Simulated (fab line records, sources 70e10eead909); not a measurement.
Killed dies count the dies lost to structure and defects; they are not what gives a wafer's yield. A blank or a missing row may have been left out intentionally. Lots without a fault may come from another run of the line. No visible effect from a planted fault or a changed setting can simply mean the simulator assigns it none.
Chamber matching || flow nandHarc || rieDiel-08 running NHARC_A_CONTACT_ETCH_90: 4 sister chambers
The step etches the open film in CH3F/O2, target depth 40 nm, time 85.7 s. 8 wafers are shown with their chamber, then 8 later ones without.

WAFERS PAIRED WITH THEIR CHAMBERS
{"wafer": "L077.2", "chamber": 1, "showerheadPlenumPTorr (Torr)": 2.29, "drypumpMotorCurrentA (A)": 5.6}
{"wafer": "L083.1", "chamber": 1, "showerheadPlenumPTorr (Torr)": 2.29, "drypumpMotorCurrentA (A)": 5.6}
{"wafer": "L083.2", "chamber": 2, "showerheadPlenumPTorr (Torr)": 2.61, "drypumpMotorCurrentA (A)": 5.4}
{"wafer": "L083.4", "chamber": 3, "showerheadPlenumPTorr (Torr)": 2.36, "drypumpMotorCurrentA (A)": 5.5}
{"wafer": "L086.3", "chamber": 0, "showerheadPlenumPTorr (Torr)": 2.53, "drypumpMotorCurrentA (A)": 6.2}
{"wafer": "L086.4", "chamber": 3, "showerheadPlenumPTorr (Torr)": 2.35, "drypumpMotorCurrentA (A)": 5.5}
{"wafer": "L086.6", "chamber": 0, "showerheadPlenumPTorr (Torr)": 2.53, "drypumpMotorCurrentA (A)": 6.2}
{"wafer": "L088.2", "chamber": 2, "showerheadPlenumPTorr (Torr)": 2.61, "drypumpMotorCurrentA (A)": 5.3}

WAFERS WITHOUT THEIR CHAMBER
{"wafer": "L088.4", "showerheadPlenumPTorr (Torr)": 2.53, "drypumpMotorCurrentA (A)": 6.2}
{"wafer": "L088.5", "showerheadPlenumPTorr (Torr)": 2.35, "drypumpMotorCurrentA (A)": 5.4}
{"wafer": "L090.3", "showerheadPlenumPTorr (Torr)": 2.52, "drypumpMotorCurrentA (A)": 6.2}
{"wafer": "L090.5", "showerheadPlenumPTorr (Torr)": 2.61, "drypumpMotorCurrentA (A)": 5.3}
{"wafer": "L090.6", "showerheadPlenumPTorr (Torr)": 2.35, "drypumpMotorCurrentA (A)": 5.5}
{"wafer": "L091.3", "showerheadPlenumPTorr (Torr)": 2.35, "drypumpMotorCurrentA (A)": 5.5}
{"wafer": "L091.4", "showerheadPlenumPTorr (Torr)": 2.61, "drypumpMotorCurrentA (A)": 5.3}
{"wafer": "L091.5", "showerheadPlenumPTorr (Torr)": 2.52, "drypumpMotorCurrentA (A)": 6.2}

THE CHAMBER EACH PASSED THROUGH
{"wafer": "L088.4", "from the rows above": 0, "in truth": 0}
{"wafer": "L088.5", "from the rows above": 3, "in truth": 3}
{"wafer": "L090.3", "from the rows above": 0, "in truth": 0}
{"wafer": "L090.5", "from the rows above": 2, "in truth": 2}
{"wafer": "L090.6", "from the rows above": 3, "in truth": 3}
{"wafer": "L091.3", "from the rows above": 3, "in truth": 3}
{"wafer": "L091.4", "from the rows above": 2, "in truth": 2}
{"wafer": "L091.5", "from the rows above": 0, "in truth": 0}
Correct placement for 8 of the 8. Left unplaced by these rows: 0. Wrongly placed: 0.
How it was worked out, from the rows above alone: a wafer's distance from a chamber is the root of the sum, over the readings, of the square of ((its reading less the chamber's mean) divided by the reading's scatter). If the next closest chamber is less than 2 further off than the closest, the wafer can't be placed; otherwise it belongs to the closest. A chamber's mean is the mean of its shown wafers. The scatter is the square root of a quotient: the sum, over the shown wafers, of each reading's squared deviation from its chamber's mean, divided by wafers minus chambers.
